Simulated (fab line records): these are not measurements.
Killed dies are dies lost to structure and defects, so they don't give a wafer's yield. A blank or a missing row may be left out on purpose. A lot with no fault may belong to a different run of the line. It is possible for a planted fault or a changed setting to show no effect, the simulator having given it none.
Which tool was responsible?    flow nand harc    13 lots, 39 wafers sampled, at 1 step of a route of 1302

WHAT EACH GAUGE READ, for each wafer
NHARC_A_SLIT_OVL_MEAS_10.
lot   measured      on          overlay x nm (nm)  overlay y nm (nm)
L650  day 20 02:34  overlay-01  0.3 0.3 0.1        -1.5 -1.4 -0.8
L651  day 20 02:46  overlay-01  -0.3 0.3 0.7       0.9 0.9 0.9
L653  day 20 22:28  overlay-02  0.8 0.5 1.1        -1.9 -1.6 -1.8
L655  day 21 14:24  overlay-02  0.4 0.3 0.4        -1.6 -1.1 -1.3
L658  day 23 18:27  overlay-01  1.7 0.8 1.5        -1.3 -1.1 -1.5
L657  day 23 19:09  overlay-02  -1.4 -1.3 -1.9     0.3 0.1 0.2
L659  day 23 19:50  overlay-02  0.0 0.5 0.6        -1.4 -1.2 -1.2
L660  day 23 23:35  overlay-02  -0.8 -1.1 -0.8     -0.3 -0.7 -0.1
L662  day 24 22:35  overlay-02  1.1 1.1 0.9        0.7 0.7 0.7
L661  day 24 22:44  overlay-01  -0.1 -0.2 0.0      0.2 0.1 0.0
L671  day 28 22:44  overlay-01  0.7 -0.2 0.2       0.1 0.0 -0.3
L672  day 29 17:16  overlay-01  -0.7 -1.3 -0.3     -1.5 -1.8 -2.1
L673  day 29 17:26  overlay-02  1.0 0.5 1.0        -0.3 0.6 -0.5

EACH LOT AND THE TOOL THAT RAN IT (in order: tool; ch and the chambers of the sampled wafers; start)
The record shows no process step preceding these readings.

WHAT THE TOOLS THEMSELVES READ (means of the sampled wafers that have a number; where no wafer has one, the mark that the record gives instead)
The record holds no such reading with a usual standard deviation.

THE ANSWER, worked out from the rows above alone
Rule: the usual values come from the lots themselves. The widest of any qualifying gaps counts: lots, ordered by their means at a reading, are off when they make up no more than a third of the lots, leave a main group of 4 or more, and stand apart from it by 3 or more times the standard deviation of that group's means. A main group whose means are all the same, to the digits that the tables above print for the reading, isn't used. Also off: a lot with no number at a reading for which 4 or more lots have one. Where the step has rows for the other lots, those lots are counted as sound. The gauges are gone through in route order, then the tools' own readings, and for those a lot's mean is taken as printed above. The first step at which some lot is off is used, and at that step the reading that is off furthest; a lot without a number counts as furthest.
None of the lots is off at any reading shown; this tells nothing.

WHAT THE SIMULATOR PUT IN
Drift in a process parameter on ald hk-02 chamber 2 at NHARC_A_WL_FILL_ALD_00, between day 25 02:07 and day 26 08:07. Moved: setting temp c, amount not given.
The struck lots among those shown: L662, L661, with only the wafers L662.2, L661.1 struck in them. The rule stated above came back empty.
